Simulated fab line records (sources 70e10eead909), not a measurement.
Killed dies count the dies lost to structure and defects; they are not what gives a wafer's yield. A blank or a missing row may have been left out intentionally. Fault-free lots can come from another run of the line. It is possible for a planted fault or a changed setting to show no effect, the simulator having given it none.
Chamber matching + flow nand-harc + ald-metal-02 running NHARC_A_BLC_ALD_23: 4 sister chambers
The step deposits TiN, target thk 3 nm, pulse time 1 s, ald cycles 150. 4 wafers are shown with their chamber, then 8 later ones without.

EACH WAFER AND ITS CHAMBER
| wafer  | chamber | heater-power-w (W) |
|--------|---------|--------------------|
| L082.6 | 0       | 1016               |
| L083.4 | 2       | 1237               |
| L083.5 | 1       | 1305               |
| L088.1 | 3       | 1279               |

WAFERS MISSING THEIR CHAMBER
| wafer  | heater-power-w (W) |
|--------|--------------------|
| L088.3 | 1048               |
| L088.6 | 1011               |
| L091.3 | 1232               |
| L091.4 | 1331               |
| L091.5 | 1255               |
| L093.1 | 1006               |
| L093.3 | 1289               |
| L093.5 | 1322               |

WHICH CHAMBER EACH ONE RAN IN
| wafer  | from the rows above          | in truth                   |
|--------|------------------------------|----------------------------|
| L088.3 | 0                            | 0                          |
| L088.6 | 0                            | 0                          |
| L091.3 | 2                            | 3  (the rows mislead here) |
| L091.4 | can't be placed: 1 or 3      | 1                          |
| L091.5 | can't be placed: 2 or 3 or 1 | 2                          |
| L093.1 | 0                            | 0                          |
| L093.3 | can't be placed: 3 or 1      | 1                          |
| L093.5 | can't be placed: 1 or 3      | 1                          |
Placed correctly: 3 of 8. These rows do not allow placing 4 (true chamber among the candidates in 4). Placed wrongly: 1.
How it was worked out, from the rows above alone: a wafer's distance from a chamber is the root of the sum, over the readings, of the square of ((its reading less the chamber's mean) divided by the reading's scatter). If the next closest chamber is less than 2 further off than the closest, the wafer can't be placed; otherwise it belongs to the closest. Each chamber's mean is taken over the wafers shown for it. The scatter: root of mean squared gap, hidden wafer to nearest shown wafer, with one shown wafer a chamber.
